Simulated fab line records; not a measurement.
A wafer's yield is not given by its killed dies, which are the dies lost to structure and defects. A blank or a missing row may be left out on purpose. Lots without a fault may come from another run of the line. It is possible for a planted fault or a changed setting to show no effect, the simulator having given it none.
fab line records	flow n5_finfet	part 1 of 2: steps 1 to 22 of 29
record lots=5	wafers=15	last_day=17
route steps=1938 shown BEOL_M8@1347
lots untouched by any fault: they come from a run of this same line in which no faults occurred
start_h: hours from the record's first day to the start of the lot's first wafer shown	wait_h: hours from the lot's prior step to this one	" the same as in the row above	L1.1+2: a row that stands for several wafers	- no value present, or no start provided	* or withheld: withheld	< > ~ a bound
route shown NAME@n: a module of which the file shows steps, and the number in the route of the first	usual: average and standard deviation across the fault-free wafers	same: alike in all rows	chamber/n: place in a boat	sites: the reading at each site	_std_site: the values' standard deviation	_edge_site: outer sites' mean less inner sites'	radius_mm: how far each site lies from the wafer's centre	mask NAME#n: copy n	behind: the tool/chamber that last shaped the wafer	hold: reason for holding the lot/hours on hold/outcome of the hold	device: which transistor (n, p or np) failed to switch	end of line: the route-end tests of the same wafers	a step with no rows: only its recipe	killed: at the first sort, the dies lost to defects and structure; wafer yield is something else	map: shows each die of a wafer: x if killed, . if not, _ if none is there
set.NAME: the setting the step ran with; set.NAME@STEP: the setting that earlier step ran with	model.NAME: the simulator's own value behind a step, which no gauge read
a table for each step, a row for each wafer; lots at some steps of the route
services: from which hour (start_h, from the record's first day; less than 0 if before it) a tool's chamber was out of use, for how many hours, and why
## steps
# step N5_BEOL_M8_INSPECT_13
# recipe mode=adi	inspect_instrument=brightfield
# usual raw_defect_count=406/90
lot.wafer	tool	chamber	start_h	wait_h	raw_defect_count
L077.2	defect_inspect-02	-	215.79	0.0	668
L077.3	"	-	"	"	541
L077.5	"	-	"	"	423
L080.3	defect_inspect-01	-	238.73	0.0	216
L080.4	"	-	"	"	404
L080.5	"	-	"	"	333
L085.1	defect_inspect-01	-	267.76	0.0	288
L085.3	"	-	"	"	341
L085.6	"	-	"	"	329
L092.1	defect_inspect-01	-	308.77	0.0	276
L092.3	"	-	"	"	319
L092.6	"	-	"	"	366
L095.1	defect_inspect-01	-	335.12	0.0	398
L095.2	"	-	"	"	324
L095.4	"	-	"	"	435
# step N5_BEOL_M8_DESCUM_16
# recipe chemistry=O2	time_s=7.9	source_power_w=50	bias_power_w=20	pressure_mtorr=20	rf_frequency_hz=2.712e+07	temp_c=40	resist=CAR-ArF	o2_flow_sccm=225
# usual drypump_motor_current_A=5.6/0.43	oes_product_au=0.79/0.086	rf_vpp_V=243.4/1.3	showerhead_plenum_p_Torr=2.10/0.062	throttle_valve_pct=20.47/0.26
lot.wafer	tool	chamber	start_h	wait_h	drypump_motor_current_A	oes_product_au	rf_hours_counter_h	rf_vpp_V	showerhead_plenum_p_Torr	throttle_valve_pct
L077.2	rie_diel-03	2	215.82	0.0	5.5	0.76	145	245.5	2.16	20.41
L077.3	"	3	"	"	6.2	0.82	92	244.5	2.13	20.37
L077.5	"	0	"	"	5.4	0.70	-	239.9	1.96	20.40
L080.3	rie_diel-03	2	238.76	0.0	5.5	0.75	156	243.3	2.16	20.43
L080.4	"	1	"	"	6.2	0.67	-	241.6	2.06	20.99
L080.5	"	2	"	"	5.5	0.75	-	244.3	2.16	20.43
L085.1	rie_diel-03	3	267.79	0.0	6.2	0.81	118	244.6	2.12	20.41
L085.3	"	1	"	"	6.2	0.96	6	242.5	2.06	20.69
L085.6	"	2	"	"	5.5	0.74	-	243.3	2.15	20.44
L092.1	rie_diel-06	1	308.80	0.0	5.3	0.67	239	244.7	2.15	20.81
L092.3	"	3	"	"	4.9	0.86	56	242.5	2.03	20.56
L092.6	"	3	"	"	4.9	0.85	-	243.5	2.03	20.55
L095.1	rie_diel-03	2	335.21	0.1	5.5	0.73	193	245.2	2.14	20.47
L095.2	"	3	"	"	6.2	0.78	141	243.1	2.11	20.42
L095.4	"	1	"	"	6.2	0.90	27	242.2	2.05	20.72
# step N5_BEOL_M8_ETCH_61
# recipe chemistry=CF4	target=SiARC	target_depth_a=455	mask_material=CAR-ArF	time_s=75.8	ion_energy_ev=80	pressure_mtorr=40	source_w=545	bias_w=36	Ar_flow_sccm=100	cf4_flow_sccm=100	ends=cleared
# usual drypump_motor_current_A=5.6/0.42	etch_rf_on_time_s=75.1/1.7	oes_product_au=0.68/0.074	rf_vpp_V=184.3/1.2	showerhead_plenum_p_Torr=2.15/0.066	throttle_valve_pct=15.66/0.24
lot.wafer	tool	chamber	start_h	wait_h	drypump_motor_current_A	etch_rf_on_time_s	oes_product_au	rf_hours_counter_h	rf_vpp_V	showerhead_plenum_p_Torr	throttle_valve_pct
L077.2	rie_diel-03	2	215.86	0.0	5.5	76.6	0.64	145	185.9	2.23	15.71
L077.3	"	3	"	"	6.2	74.7	0.71	92	185.2	2.17	15.47
L077.5	"	0	"	"	5.4	76.0	0.59	-	183.5	2.03	15.74
L080.3	rie_diel-03	2	238.79	0.0	5.5	76.6	0.64	156	186.9	2.22	15.74
L080.4	"	1	"	"	6.2	72.0	0.59	-	183.3	2.12	16.20
L080.5	"	2	"	"	5.5	76.7	0.63	-	183.3	2.22	15.73
L085.1	rie_diel-03	3	267.83	0.0	6.2	73.9	0.68	118	184.6	2.16	15.54
L085.3	"	1	"	"	6.2	72.0	0.83	6	183.7	2.12	15.74
L085.6	"	2	"	"	5.5	76.9	0.62	-	184.3	2.22	15.76
L092.1	rie_diel-06	1	308.84	0.0	5.3	75.5	0.58	239	185.2	2.20	15.99
L092.3	"	3	"	"	4.9	77.4	0.72	56	183.8	2.08	15.75
L092.6	"	3	"	"	4.9	77.2	0.72	-	183.3	2.08	15.75
L095.1	rie_diel-03	2	335.25	0.0	5.5	77.5	0.61	193	185.4	2.21	15.81
L095.2	"	3	"	"	6.2	75.0	0.67	141	185.5	2.15	15.58
L095.4	"	1	"	"	6.2	72.7	0.78	27	184.5	2.11	15.77
# step N5_BEOL_M8_ETCH_62
# recipe chemistry=N2/H2	target=SOC	target_depth_a=1100	overetch_a=220	mask_material=SiARC	temp_c=40	time_s=165	ion_energy_ev=200	pressure_mtorr=30	source_w=840	bias_w=150	n2_flow_sccm=200	h2_flow_sccm=200
# usual drypump_motor_current_A=5.6/0.43	oes_product_au=0.67/0.069	rf_vpp_V=524.2/2.3	showerhead_plenum_p_Torr=2.56/0.084	throttle_valve_pct=17.91/0.25
lot.wafer	tool	chamber	start_h	wait_h	drypump_motor_current_A	oes_product_au	rf_hours_counter_h	rf_vpp_V	showerhead_plenum_p_Torr	throttle_valve_pct
L077.2	rie_diel-03	2	215.91	0.0	5.5	0.64	145	526.2	2.66	18.05
L077.3	"	3	"	"	6.2	0.69	92	524.5	2.58	17.72
L077.5	"	0	"	"	5.4	0.58	-	520.1	2.39	17.87
L080.3	rie_diel-03	2	238.85	0.0	5.5	0.63	156	526.8	2.65	18.06
L080.4	"	1	"	"	6.2	0.57	-	522.1	2.51	18.46
L080.5	"	2	"	"	5.5	0.63	-	525.1	2.65	18.07
L085.1	rie_diel-03	3	267.88	0.0	6.2	0.67	118	522.6	2.57	17.74
L085.3	"	1	"	"	6.2	0.80	6	521.2	2.50	18.08
L085.6	"	2	"	"	5.5	0.63	-	526.9	2.65	18.11
L092.1	rie_diel-06	1	308.89	0.0	5.3	0.57	239	525.4	2.62	18.26
L092.3	"	3	"	"	4.9	0.72	56	521.2	2.46	17.89
L092.6	"	3	"	"	4.9	0.72	-	521.9	2.46	17.90
L095.1	rie_diel-03	2	335.30	0.0	5.5	0.61	193	526.5	2.64	18.13
L095.2	"	3	"	"	6.2	0.65	141	524.3	2.56	17.79
L095.4	"	1	"	"	6.2	0.75	28	524.0	2.50	18.11
# step N5_BEOL_M8_STRIP_68
# recipe chemistry=N2/H2	temp_c=40	n2_flow_sccm=200	h2_flow_sccm=200	rf_frequency_hz=6e+07
lot.wafer	tool	chamber	start_h	wait_h
L077.2+3+5	rie_diel-03	2,3,0	216.05	0.1
L080.3+4+5	rie_diel-03	2,1,2	238.99	0.1
L085.1+3+6	rie_diel-03	3,1,2	268.02	0.1
L092.1+3+6	rie_diel-06	1,3,3	309.03	0.1
L095.1+2+4	rie_diel-03	2,3,1	335.44	0.1
# step N5_BEOL_M8_STRIP_67
# recipe chemistry=CF4	resist=SiARC	power_w=300	bias_power_w=75	pressure_mtorr=50	cf4_flow_sccm=150	rf_frequency_hz=6e+07
# usual drypump_motor_current_A=5.6/0.43	oes_product_au=0.79/0.082	rf_vpp_V=271.4/1.4	showerhead_plenum_p_Torr=1.80/0.056	throttle_valve_pct=13.62/0.25
lot.wafer	tool	chamber	start_h	wait_h	drypump_motor_current_A	oes_product_au	rf_hours_counter_h	rf_vpp_V	showerhead_plenum_p_Torr	throttle_valve_pct
L077.2	rie_diel-03	2	216.06	0.0	5.5	0.76	145	273.0	1.86	13.68
L077.3	"	3	"	"	6.2	0.82	92	273.9	1.83	13.46
L077.5	"	0	"	"	5.4	0.70	-	269.0	1.70	13.75
L080.3	rie_diel-03	2	239.00	0.0	5.5	0.75	156	273.5	1.86	13.71
L080.4	"	1	"	"	6.2	0.68	-	272.4	1.77	14.17
L080.5	"	2	"	"	5.5	0.75	-	274.1	1.86	13.70
L085.1	rie_diel-03	3	268.03	0.0	6.2	0.80	118	270.5	1.82	13.52
L085.3	"	1	"	"	6.2	0.94	6	270.7	1.77	13.62
L085.6	"	2	"	"	5.5	0.73	-	271.5	1.86	13.72
L092.1	rie_diel-06	1	309.04	0.0	5.3	0.67	239	272.4	1.83	13.95
L092.3	"	3	"	"	4.9	0.84	56	270.0	1.75	13.72
L092.6	"	3	"	"	4.9	0.86	-	268.9	1.75	13.71
L095.1	rie_diel-03	2	335.45	0.0	5.5	0.72	193	271.5	1.85	13.78
L095.2	"	3	"	"	6.2	0.78	141	271.2	1.81	13.57
L095.4	"	1	"	"	6.2	0.88	28	269.5	1.77	13.68
# step N5_BEOL_M8_HM_OPEN_17
# recipe chemistry=Cl2/BCl3	target_depth_a=200	overetch_a=60	target=TiN	mask_material=SOC	ion_energy_ev=150	pressure_mtorr=10	icp_w=1000	bias_w=126	Cl2_flow_sccm=53.25	bcl3_flow_sccm=21.75	Ar_flow_sccm=25
# usual drypump_motor_current_A=5.9/0.33	oes_ar_750_au=0.80/0.11	oes_product_au=0.69/0.091	throttle_valve_pct=22.1/0.33
lot.wafer	tool	chamber	start_h	wait_h	drypump_motor_current_A	oes_ar_750_au	oes_product_au	rf_hours_counter_h	throttle_valve_pct
L077.2	rie_metal-03	1	216.10	0.0	6.1	0.80	0.67	36	22.3
L077.3	"	0	"	"	6.3	0.61	0.52	-	22.8
L077.5	"	1	"	"	6.1	0.80	0.67	-	22.2
L080.3	rie_metal-02	0	239.07	0.1	5.4	0.76	0.68	-	21.8
L080.4	"	1	"	"	5.8	0.62	0.53	-	22.0
L080.5	"	1	"	"	5.7	0.63	0.52	-	22.0
L085.1	rie_metal-01	1	268.07	0.0	6.2	0.93	0.81	3	21.7
L085.3	"	1	"	"	6.2	0.94	0.80	-	21.8
L085.6	"	1	"	"	6.2	0.93	0.82	-	21.7
L092.1	rie_metal-01	1	309.08	0.0	6.2	0.90	0.78	7	21.8
L092.3	"	0	"	"	5.7	0.74	0.66	-	21.9
L092.6	"	0	"	"	5.7	0.74	0.65	-	21.9
L095.1	rie_metal-02	0	335.49	0.0	5.4	0.73	0.66	44	21.8
L095.2	"	1	"	"	5.8	0.96	0.82	4	21.5
L095.4	"	1	"	"	5.7	0.95	0.80	-	21.5
# step N5_BEOL_M8_STRIP_19
# recipe chemistry=O2	power_w=400	temp_c=40	pressure_mtorr=30	rf_frequency_hz=6e+07	bias_power_w=0	overash_fraction=0.2	o2_flow_sccm=225
# usual drypump_motor_current_A=5.6/0.42	oes_product_au=0.81/0.092	rf_vpp_V=3.7/0.64	showerhead_plenum_p_Torr=2.12/0.062	throttle_valve_pct=16.66/0.25
lot.wafer	tool	chamber	start_h	wait_h	drypump_motor_current_A	oes_product_au	rf_hours_counter_h	rf_vpp_V	showerhead_plenum_p_Torr	throttle_valve_pct
L077.2	rie_diel-02	2	216.25	0.1	5.7	0.86	59	3.4	2.06	16.76
L077.3	"	0	"	"	5.2	0.91	37	3.9	2.05	16.55
L077.5	"	0	"	"	5.2	0.91	-	3.7	2.05	16.52
L080.3	rie_diel-03	2	239.15	0.1	5.5	0.75	156	3.5	2.16	16.71
L080.4	"	2	"	"	5.5	0.75	-	3.7	2.16	16.69
L080.5	"	3	"	"	6.2	0.81	-	3.4	2.13	16.59
L085.1	rie_diel-06	2	268.20	0.1	5.4	0.87	46	3.3	2.20	16.18
L085.3	"	1	"	"	5.3	0.67	224	3.6	2.16	17.05
L085.6	"	3	"	"	4.9	0.87	-	4.8	2.04	16.75
L092.1	rie_diel-06	2	309.19	0.1	5.4	0.85	62	3.2	2.20	16.22
L092.3	"	1	"	"	5.3	0.66	239	3.7	2.15	17.08
L092.6	"	2	"	"	5.4	0.86	-	4.1	2.20	16.22
L095.1	rie_diel-03	0	335.60	0.1	5.4	0.92	37	3.4	2.21	16.30
L095.2	"	3	"	"	6.3	0.78	141	4.6	2.12	16.66
L095.4	"	1	"	"	6.2	0.88	28	3.6	2.06	16.87
# step N5_BEOL_M8_CD_MEAS_18
# recipe pitch_nm=80	target_cd_nm=40
# usual cd_nm=39.7/0.62
lot.wafer	tool	chamber	start_h	wait_h	cd_nm
L077.2	cd_sem-02	-	216.32	0.1	38.6
L077.3	"	-	"	"	38.5
L077.5	"	-	"	"	38.9
L080.3	cd_sem-02	-	239.22	0.1	40.0
L080.4	"	-	"	"	39.9
L080.5	"	-	"	"	39.4
L085.1	cd_sem-01	-	268.27	0.0	39.7
L085.3	"	-	"	"	39.7
L085.6	"	-	"	"	39.4
L092.1	cd_sem-01	-	309.26	0.0	39.0
L092.3	"	-	"	"	39.1
L092.6	"	-	"	"	39.5
L095.1	cd_sem-02	-	335.67	0.0	39.1
L095.2	"	-	"	"	40.0
L095.4	"	-	"	"	39.6
# step N5_BEOL_M8_COAT_63
# recipe resist=SOC	temp_c=250	time_s=60	spin_rpm=1500	resist_thk_nm=60
lot.wafer	tool	chamber	start_h	wait_h
L077.2+3+5	litho_track-01	0	216.47	0.1
L080.3+4+5	litho_track-04	0	239.35	0.1
L085.1+3+6	litho_track-03	0	268.30	0.0
L092.1+3+6	litho_track-03	0	310.06	0.8
L095.1+2+4	litho_track-01	0	335.71	0.0
# step N5_BEOL_M8_COAT_64
# recipe resist=SiARC	temp_c=220	time_s=60	spin_rpm=1500	resist_thk_nm=12
lot.wafer	tool	chamber	start_h	wait_h
L077.2+3+5	litho_track-01	0	-	-
L080.3+4+5	litho_track-04	0	-	-
L085.1+3+6	litho_track-03	0	-	-
L092.1+3+6	litho_track-03	0	-	-
L095.1+2+4	litho_track-01	0	-	-
# step N5_BEOL_M8_COAT_71
# recipe resist=underlayer	temp_c=205	time_s=60	spin_rpm=1500	resist_thk_nm=5
lot.wafer	tool	chamber	start_h	wait_h
L077.2+3+5	litho_track-01	0	-	-
L080.3+4+5	litho_track-04	0	-	-
L085.1+3+6	litho_track-03	0	-	-
L092.1+3+6	litho_track-03	0	-	-
L095.1+2+4	litho_track-01	0	-	-
# step N5_BEOL_M8_COAT_22
# recipe resist=CAR-EUV	spin_rpm=1500	resist_thk_nm=30
lot.wafer	tool	chamber	start_h	wait_h
L077.2+3+5	litho_track-01	0	-	-
L080.3+4+5	litho_track-04	0	-	-
L085.1+3+6	litho_track-03	0	-	-
L092.1+3+6	litho_track-03	0	-	-
L095.1+2+4	litho_track-01	0	-	-
# step N5_BEOL_M8_EBR_24
# recipe solvent=PGMEA	ebr_width_mm=1.5
lot.wafer	tool	chamber	start_h	wait_h
L077.2+3+5	litho_track-01	0	-	-
L080.3+4+5	litho_track-04	0	-	-
L085.1+3+6	litho_track-03	0	-	-
L092.1+3+6	litho_track-03	0	-	-
L095.1+2+4	litho_track-01	0	-	-
# step N5_BEOL_M8_SOFTBAKE_23
# recipe temp_c=110	time_s=60	resist=CAR-EUV
lot.wafer	tool	chamber	start_h	wait_h
L077.2+3+5	litho_track-01	0	-	-
L080.3+4+5	litho_track-04	0	-	-
L085.1+3+6	litho_track-03	0	-	-
L092.1+3+6	litho_track-03	0	-	-
L095.1+2+4	litho_track-01	0	-	-
# step N5_BEOL_M8_EXPOSE_25
# recipe mask_id=V7	na=0.33	source_shape=annular	sigma_inner=0.4	sigma_outer=0.8	polarization=unpolarized	target_cd_nm=40	dose_mj=42.5
lot.wafer	tool	chamber	start_h	wait_h	mask
L077.2+3+5	euv_scanner-01	0	216.81	-	V7#0
L080.3+4+5	euv_scanner-02	0	239.52	-	V7#0
L085.1+3+6	euv_scanner-02	0	268.44	-	V7#0
L092.1+3+6	euv_scanner-02	0	310.33	-	V7#0
L095.1+2+4	euv_scanner-02	0	335.97	-	V7#0
# step N5_BEOL_M8_PEB_26
# recipe peb_temp_c=100	peb_time_s=60	resist=CAR-EUV
lot.wafer	tool	chamber	start_h	wait_h
L077.2+3+5	litho_track-04	0	216.87	0.1
L080.3+4+5	litho_track-04	0	239.57	0.0
L085.1+3+6	litho_track-03	0	268.51	0.1
L092.1+3+6	litho_track-03	0	310.39	0.1
L095.1+2+4	litho_track-03	0	336.04	0.1
# step N5_BEOL_M8_DEVELOP_27
# recipe develop_time_s=30	developer=TMAH	resist=CAR-EUV	rinse_liquid=surfactant_rinse	dry=air_spin	dev_temp_c=23
# usual developer_temp_C=23.01/0.11
lot.wafer	tool	chamber	start_h	wait_h	developer_temp_C
L077.2	litho_track-04	0	-	-	23.08
L077.3	"	0	"	"	23.04
L077.5	"	0	"	"	22.94
L080.3	litho_track-04	0	-	-	22.96
L080.4	"	0	"	"	22.81
L080.5	"	0	"	"	23.06
L085.1	litho_track-03	0	-	-	22.93
L085.3	"	0	"	"	22.97
L085.6	"	0	"	"	22.94
L092.1	litho_track-03	0	-	-	23.01
L092.3	"	0	"	"	22.94
L092.6	"	0	"	"	23.09
L095.1	litho_track-03	0	-	-	22.76
L095.2	"	0	"	"	22.83
L095.4	"	0	"	"	22.98
# step N5_BEOL_M8_CD_MEAS_28
# recipe target_cd_nm=40	landing_energy_ev=500	detector=se_inlens
# usual cd_nm=40.00/0.23
lot.wafer	tool	chamber	start_h	wait_h	cd_nm
L077.2	cd_sem-02	0	216.94	-	39.77
L077.3	"	0	"	"	39.81
L077.5	"	0	"	"	39.65
L080.3	cd_sem-02	0	239.64	-	39.77
L080.4	"	0	"	"	40.01
L080.5	"	0	"	"	40.09
L085.1	cd_sem-02	0	268.58	-	40.22
L085.3	"	0	"	"	40.28
L085.6	"	0	"	"	39.55
L092.1	cd_sem-02	0	310.46	-	39.87
L092.3	"	0	"	"	40.26
L092.6	"	0	"	"	40.14
L095.1	cd_sem-01	0	336.10	-	39.81
L095.2	"	0	"	"	39.75
L095.4	"	0	"	"	39.55
# step N5_BEOL_M8_OVL_MEAS_29
# recipe points_per_wafer=522
# usual V7_OVL=0.2/0.72
lot.wafer	tool	chamber	start_h	wait_h	V7_OVL[nm]
L077.2	overlay-02	0	216.98	0.0	0.3
L077.3	"	0	"	"	0.2
L077.5	"	0	"	"	0.1
L080.3	overlay-02	0	239.68	0.0	-0.1
L080.4	"	0	"	"	0.3
L080.5	"	0	"	"	0.4
L085.1	overlay-01	0	268.61	0.0	0.3
L085.3	"	0	"	"	-1.1
L085.6	"	0	"	"	-0.4
L092.1	overlay-02	0	310.49	0.0	0.8
L092.3	"	0	"	"	0.0
L092.6	"	0	"	"	-0.5
L095.1	overlay-02	0	336.13	0.0	0.2
L095.2	"	0	"	"	0.5
L095.4	"	0	"	"	-0.2
# step N5_BEOL_M8_INSPECT_30
# recipe mode=adi	inspect_instrument=brightfield
# usual raw_defect_count=413/93
lot.wafer	tool	chamber	start_h	wait_h	raw_defect_count
L077.2	defect_inspect-02	-	217.03	0.0	659
L077.3	"	-	"	"	562
L077.5	"	-	"	"	422
L080.3	defect_inspect-01	-	239.73	0.0	210
L080.4	"	-	"	"	411
L080.5	"	-	"	"	338
L085.1	defect_inspect-02	-	268.67	0.1	341
L085.3	"	-	"	"	387
L085.6	"	-	"	"	401
L092.1	defect_inspect-02	-	310.55	0.1	303
L092.3	"	-	"	"	400
L092.6	"	-	"	"	427
L095.1	defect_inspect-02	-	336.19	0.1	414
L095.2	"	-	"	"	347
L095.4	"	-	"	"	461
# step N5_BEOL_M8_DESCUM_33
# recipe chemistry=O2	time_s=7	source_power_w=50	bias_power_w=20	pressure_mtorr=20	rf_frequency_hz=2.712e+07	temp_c=40	resist=CAR-EUV	o2_flow_sccm=225
# usual drypump_motor_current_A=5.5/0.41	oes_product_au=0.80/0.084	rf_vpp_V=243.4/1.3	showerhead_plenum_p_Torr=2.10/0.06	throttle_valve_pct=20.45/0.25
lot.wafer	tool	chamber	start_h	wait_h	drypump_motor_current_A	oes_product_au	rf_hours_counter_h	rf_vpp_V	showerhead_plenum_p_Torr	throttle_valve_pct
L077.2	rie_diel-02	2	217.20	0.2	5.8	0.87	60	243.8	2.05	20.57
L077.3	"	0	"	"	5.3	0.89	38	242.4	2.04	20.33
L077.5	"	3	"	"	5.1	0.80	-	243.7	2.12	20.46
L080.3	rie_diel-02	2	239.76	0.0	5.8	0.84	69	241.7	2.05	20.60
L080.4	"	3	"	"	5.1	0.79	80	243.5	2.12	20.49
L080.5	"	3	"	"	5.1	0.79	-	244.7	2.12	20.49
L085.1	rie_diel-06	0	268.84	0.2	5.8	0.69	239	242.3	2.07	20.41
L085.3	"	3	"	"	4.9	0.87	41	243.7	2.03	20.57
L085.6	"	2	"	"	5.4	0.87	-	244.7	2.20	19.95
L092.1	rie_diel-06	2	310.58	0.0	5.4	0.86	62	245.8	2.20	19.98
L092.3	"	3	"	"	4.9	0.86	56	242.9	2.03	20.56
L092.6	"	1	"	"	5.3	0.66	-	244.0	2.15	20.83
L095.1	rie_diel-02	1	336.23	0.0	6.2	0.70	184	241.3	2.06	20.53
L095.2	"	0	"	"	5.3	0.84	80	241.2	2.03	20.38
L095.4	"	2	"	"	5.7	0.80	105	243.5	2.04	20.65
